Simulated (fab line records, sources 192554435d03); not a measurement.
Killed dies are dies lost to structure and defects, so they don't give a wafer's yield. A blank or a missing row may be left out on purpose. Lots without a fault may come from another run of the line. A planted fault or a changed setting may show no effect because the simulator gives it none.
fab line records | flow n5_finfet
record lots=11 wafers=33 last_day=17
route steps=1938 shown MIM_TOP_LITHO@1850 MIM_BOT_LITHO@1863 TV_OPEN@1890 PASSIVATION@1912
lots that met no fault: from a run of the same line without faults
start_h: hours from the record's first day to the start of the lot's first wafer shown | wait_h: hours since the lot's step before | " the same as in the row above | L1.1+2: a row that stands for several wafers | - no value, or no start given | * or withheld: withheld | < > ~ a bound
route shown NAME@n: a module of which the file shows steps, and the number in the route of the first | usual: mean/standard deviation of fault-free wafers | same: alike in all rows | chamber/n: place in a boat | sites: the reading at each site | _std_site: their standard deviation | _edge_site: outer sites' mean less inner sites' | radius_mm: how far each site lies from the wafer's centre | mask NAME#n: copy n | behind: the tool/chamber that last shaped the wafer | hold: why the lot was held/for how many hours/how that ended | device: the transistor (n, p or np) that didn't switch | end of line: the same wafers' tests at the end of the route | a step without rows: its recipe alone | killed: dies lost to structure and defects at the first sort, not the wafer's yield | map: a wafer's dies, x killed, . not, _ none there
set.NAME: the setting as run; set.NAME@STEP: as run at that earlier step | model.NAME: the simulator's own value behind a step, which no gauge read
steps of the route over a sample of lots; a table a step, a row a wafer
services: from which hour (start_h, from the record's first day; less than 0 if before it) a tool's chamber was out of use, for how many hours, and why
## steps
# step N5_MIM_TOP_LITHO_DESCUM_10
# recipe chemistry=O2 time_s=7.9 source_power_w=50 bias_power_w=20 pressure_mtorr=20 rf_frequency_hz=2.712e+07 temp_c=40 o2_flow_sccm=225
# usual drypump_motor_current_A=5.8/0.44 oes_product_au=0.82/0.067 rf_vpp_V=243.2/1.3 showerhead_plenum_p_Torr=2.09/0.07 throttle_valve_pct=20.29/0.16
# columns lot.wafer tool chamber start_h wait_h drypump_motor_current_A oes_product_au rf_hours_counter_h rf_vpp_V showerhead_plenum_p_Torr throttle_valve_pct
L996.2 rie_diel-04 2 276.49 0.0 6.2 0.95 13 242.5 2.07 20.26
L996.5 " 1 " " 5.7 0.73 - 243.8 2.17 20.41
L996.6 " 0 " " 5.5 0.84 - 244.7 2.21 20.18
L995.1 rie_diel-03 1 277.37 0.0 6.2 0.84 47 244.3 2.14 20.50
L995.2 " 2 " " 4.8 0.88 23 242.4 2.04 20.23
L995.3 " 3 " " 6.1 0.81 91 243.4 2.10 20.34
L102.2 rie_diel-03 0 306.29 0.1 5.7 0.87 46 242.7 2.03 20.20
L102.5 " 1 " " 6.2 0.84 - 243.2 2.14 20.52
L102.6 " 2 " " 4.8 0.87 - 242.0 2.04 20.25
L107.1 rie_diel-03 1 341.32 0.4 6.2 0.82 68 244.0 2.14 20.53
L107.2 " 2 " " 4.8 0.85 44 240.8 2.03 20.26
L107.4 " 0 " " 5.8 0.85 56 243.4 2.02 20.21
L106.3 rie_diel-03 0 341.38 0.3 5.8 0.85 56 242.1 2.02 20.21
L106.5 " 2 " " 4.8 0.84 - 241.4 2.03 20.27
L106.6 " 3 " " 6.1 0.79 - 243.6 2.09 20.38
L108.1 rie_diel-03 2 349.75 0.0 4.8 0.85 48 241.8 2.03 20.27
L108.3 " 3 " " 6.1 0.78 115 243.4 2.09 20.39
L108.6 " 0 " " 5.8 0.84 - 242.6 2.02 20.21
L111.3 rie_diel-02 1 360.64 0.1 5.6 0.85 45 245.1 2.22 20.21
L111.4 " 0 " " 5.9 0.81 120 242.7 2.09 20.35
L111.6 " 3 " " 6.3 0.96 - 243.4 2.13 19.92
L113.2 rie_diel-02 3 361.18 0.0 6.3 0.98 10 243.3 2.13 19.93
L113.3 " 2 " " 5.9 0.69 237 241.9 1.97 20.50
L113.4 " 0 " " 5.9 0.81 120 241.2 2.09 20.35
L109.1 rie_diel-03 2 361.45 0.0 4.8 0.84 52 242.4 2.03 20.27
L109.2 " 3 " " 6.1 0.79 119 243.5 2.09 20.39
L109.4 " 0 " " 5.8 0.85 63 241.8 2.02 20.22
L115.1 rie_diel-02 2 393.89 0.0 5.9 0.68 249 241.1 1.97 20.52
L115.3 " 0 " " 5.9 0.79 132 243.2 2.09 20.35
L115.5 " 0 " " 5.9 0.79 - 243.1 2.09 20.38
L118.1 rie_diel-02 0 408.37 0.0 5.9 0.79 136 242.6 2.09 20.38
L118.3 " 1 " " 5.6 0.82 61 245.1 2.21 20.26
L118.5 " 3 " " 6.3 0.91 - 243.3 2.13 19.95
# step N5_MIM_BOT_LITHO_OVL_MEAS_11
# recipe points_per_wafer=44
# usual MIM_BOT_OVL=0/5.3
# columns lot.wafer tool chamber start_h wait_h MIM_BOT_OVL[nm]
L996.2 overlay-01 0 277.29 0.0 -9
L996.5 " 0 " " -13
L996.6 " 0 " " -10
L995.1 overlay-02 0 278.04 0.0 1
L995.2 " 0 " " 2
L995.3 " 0 " " 4
L102.2 overlay-02 0 306.99 0.0 6
L102.5 " 0 " " 0
L102.6 " 0 " " 3
L106.3 overlay-01 0 342.25 0.0 2
L106.5 " 0 " " -5
L106.6 " 0 " " -3
L107.1 overlay-02 0 342.41 0.0 14
L107.2 " 0 " " 7
L107.4 " 0 " " 4
L108.1 overlay-02 0 350.75 0.0 -1
L108.3 " 0 " " -4
L108.6 " 0 " " -2
L111.3 overlay-02 0 361.44 0.0 -2
L111.4 " 0 " " -3
L111.6 " 0 " " -2
L113.2 overlay-02 0 361.86 0.0 3
L113.3 " 0 " " 6
L113.4 " 0 " " 7
L109.1 overlay-01 0 362.14 0.0 -7
L109.2 " 0 " " -5
L109.4 " 0 " " -9
L115.1 overlay-02 0 394.71 0.0 -7
L115.3 " 0 " " -7
L115.5 " 0 " " 1
L118.1 overlay-02 0 409.17 0.0 -3
L118.3 " 0 " " 1
L118.5 " 0 " " -4
# step N5_PASSIVATION_ETCH_15
# recipe chemistry=CF4/N2 target=SiCN target_depth_a=750 taper_deg=2 time_s=81.2 ion_energy_ev=150 mask_material=SiNx pressure_mtorr=40 source_w=430 bias_w=70 Ar_flow_sccm=100 cf4_flow_sccm=60 n2_flow_sccm=60
# usual drypump_motor_current_A=5.9/0.38 oes_product_au=0.81/0.1 rf_vpp_V=382.4/2.4 showerhead_plenum_p_Torr=2.21/0.093 throttle_valve_pct=15.4/0.32
# columns lot.wafer tool chamber start_h wait_h drypump_motor_current_A oes_product_au rf_hours_counter_h rf_vpp_V showerhead_plenum_p_Torr throttle_valve_pct
L995.1 rie_diel-01 0 - - 6.2 0.69 239 379.9 2.09 15.6
L995.2 " 3 " " 5.6 0.70 221 382.8 2.28 15.8
L995.3 " 1 " " 6.1 0.68 243 382.1 2.17 15.8
L996.2 rie_diel-06 1 - - 5.2 0.96 2 380.8 2.17 14.9
L996.5 " 2 " " 5.6 0.79 - 378.6 2.03 15.6
L996.6 " 3 " " 6.2 0.71 - 380.4 2.19 15.9
L102.2 rie_diel-06 0 - - 5.7 0.72 198 381.7 2.20 15.7
L102.5 " 1 " " 5.2 0.94 - 379.8 2.17 14.9
L102.6 " 2 " " 5.6 0.78 - 378.7 2.03 15.6
L106.3 rie_diel-01 2 - - 5.2 0.85 62 382.4 2.14 15.3
L106.5 " 2 " " 5.2 0.85 - 380.4 2.14 15.3
L106.6 " 3 " " 5.6 0.69 - 383.4 2.27 15.8
L107.1 rie_diel-05 3 - - 6.1 1.00 7 384.2 2.27 15.3
L107.2 " 2 " " 6.2 0.92 25 386.2 2.34 14.9
L107.4 " 1 " " 6.0 0.71 220 380.7 2.19 15.4
L108.1 rie_diel-06 2 - - 5.6 0.77 185 377.3 2.03 15.7
L108.3 " 3 " " 6.2 0.70 213 381.3 2.18 15.9
L108.6 " 2 " " 5.6 0.77 - 376.6 2.03 15.7
L111.3 rie_diel-01 2 - - 5.2 0.83 69 381.5 2.13 15.3
L111.4 " 0 " " 6.2 0.92 - 383.8 2.35 15.1
L111.6 " 2 " " 5.2 0.83 - 381.0 2.13 15.3
L113.2 rie_diel-06 2 - - 5.7 0.75 187 378.1 2.03 15.7
L113.3 " 0 " " 5.7 0.70 214 381.9 2.19 15.7
L113.4 " 3 " " 6.2 0.69 215 382.7 2.18 15.9
L109.1 rie_diel-05 1 - - 6.1 0.71 226 381.8 2.18 15.4
L109.2 " 3 " " 6.2 0.98 13 383.0 2.26 15.3
L109.4 " 0 " " 6.4 0.85 53 386.4 2.33 15.6
L115.1 rie_diel-01 2 - - 5.2 0.83 80 380.7 2.13 15.3
L115.3 " 0 " " 6.2 0.90 14 384.3 2.34 15.1
L115.5 " 1 " " 6.1 0.89 - 379.9 2.16 15.3
L118.1 rie_diel-05 0 - - 6.4 0.84 65 385.2 2.33 15.7
L118.3 " 1 " " 6.0 0.70 240 382.1 2.18 15.5
L118.5 " 3 " " 6.1 0.95 - 382.7 2.26 15.3
# step N5_PASSIVATION_STRIP_51
# recipe chemistry=post_etch_residue_remover time_s=1200 temp_c=72.5
# usual bath_guard_temp_C=72.4/0.48 bath_heat_duty_pct=14.8/1.6
# columns lot.wafer tool chamber start_h wait_h bath_guard_temp_C bath_heat_duty_pct
L995.1 wet_bench-03 3 283.76 - 71.8 14.1
L995.2 " 4 " " 72.5 13.1
L995.3 " 2 " " 72.0 16.2
L996.2 wet_bench-06 2 284.90 - 72.3 15.7
L996.5 " 3 " " 72.9 14.1
L996.6 " 5 " " 72.9 15.8
L102.2 wet_bench-05 1 311.13 - 72.0 16.3
L102.5 " 6 " " 72.5 11.0
L102.6 " 7 " " 71.9 16.9
L106.3 wet_bench-06 6 347.88 - 73.0 14.2
L106.5 " 4 " " 72.8 15.4
L106.6 " 2 " " 72.2 13.6
L107.1 wet_bench-05 1 348.16 - 72.1 15.7
L107.2 " 6 " " 72.5 11.5
L107.4 " 7 " " 72.0 15.1
L108.1 wet_bench-06 6 355.55 - 73.2 12.9
L108.3 " 3 " " 72.7 14.1
L108.6 " 7 " " 73.2 14.8
L111.3 wet_bench-05 7 365.69 - - -
L111.4 " 0 " " - -
L111.6 " 3 " " - -
L113.2 wet_bench-03 3 365.98 - - -
L113.3 " 0 " " - -
L113.4 " 1 " " - -
L109.1 wet_bench-05 7 371.47 - - -
L109.2 " 5 " " - -
L109.4 " 4 " " - -
L115.1 wet_bench-06 2 399.74 - 71.8 14.3
L115.3 " 3 " " 72.9 15.4
L115.5 " 7 " " 73.3 14.7
L118.1 wet_bench-05 2 414.18 - 72.0 15.4
L118.3 " 0 " " 73.4 14.2
L118.5 " 1 " " 71.8 15.8
# step N5_PASSIVATION_PROBE_49
# usual defect_limited_yield=91.4/1.5 killed_at_M0_to_M3=32/9.8 killed_at_M4_up=15/5.6 killed_at_contacts=12/5.4 killed_at_front_end=40/13 killed_at_other=3.0/2.1 killed_dies=102/17 killed_open=67/13 killed_short=32/7.1 sort_bin_5_function=5.1/0.96 sort_bin_6_memory=3.2/0.7 sort_n_pass=1078/18 sort_yield_pct=91.3/1.5
# same gross_dies=1180 killed_at_back_side=0 sort_bin_4_leakage[%]=0 sort_bin_8_speed[%]=0
# columns lot.wafer tool chamber start_h wait_h defect_limited_yield[%] killed_at_M0_to_M3 killed_at_M4_up killed_at_contacts killed_at_front_end killed_at_other killed_dies killed_open killed_short sort_bin_5_function[%] sort_bin_6_memory[%] sort_n_pass sort_yield_pct[%]
L106.3 prober-02 - 352.50 0.1 91.9 11 13 27 44 0 95 62 25 3.8 3.6 1085 91.9
# killed by level:class
L106.3 MOL_CONTACT_COAG:geometric_particle:open=22 BEOL_M5:geometric_particle:open=8 HKMG_FIN:area_etch=6 FIN_SAQP:geometric_particle:short=5 STI_FIN_REVEAL:geometric_particle:open=5 STARTING-WAFER:geometric_particle:open=5 GATE_CUT:geometric_particle:short=4 MOL_CONTACT_COAG:geometric_particle:short=4
## services
# columns tool chamber start_h hours kind
rie_diel-06 1 259.30 - clean
rie_diel-06 1 259.30 - consumable_replace:focus_ring
rie_diel-06 1 259.30 16.3 scheduled_down
rie_diel-06 1 259.30 16.3 vent_cycle
rie_diel-01 2 265.90 16.8 repair
rie_diel-01 1 303.50 - clean
rie_diel-01 1 303.50 - consumable_replace:focus_ring
rie_diel-01 1 303.50 23.9 scheduled_down
rie_diel-01 1 303.50 23.9 vent_cycle
rie_diel-02 3 311.75 - clean
rie_diel-02 3 311.75 - consumable_replace:focus_ring
rie_diel-02 3 311.75 20.7 scheduled_down
rie_diel-02 3 311.75 20.7 vent_cycle
rie_diel-01 0 327.72 - clean
rie_diel-01 0 327.72 - consumable_replace:focus_ring
rie_diel-01 0 327.72 - consumable_replace:showerhead
wet_bench-06 - 329.78 4.4 pm
rie_diel-02 0 349.30 4.2 repair
rie_diel-01 3 354.42 - clean
rie_diel-03 2 370.53 9.9 repair
rie_diel-05 - 370.65 0.8 repair
rie_diel-06 2 372.79 4.4 repair
rie_diel-05 0 404.30 1.6 repair
rie_diel-02 - 406.59 0.4 repair
## key
first_sign step=N5_PASSIVATION_STRIP_51 reading=tool_record direction=missing
effect none on later readings
met_at N5_PASSIVATION_STRIP_51
struck_lots L109,L111,L113
not_acting_at N5_MIM_TOP_LITHO_DESCUM_10,N5_MIM_BOT_LITHO_OVL_MEAS_11,N5_PASSIVATION_ETCH_15
onset_between 348.16 365.69
fault kind=skipped_step_whole tool=wet_bench-03,wet_bench-05 chamber=- onset_h=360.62 steps=N5_PASSIVATION_STRIP_51 scope=struck_lots_only
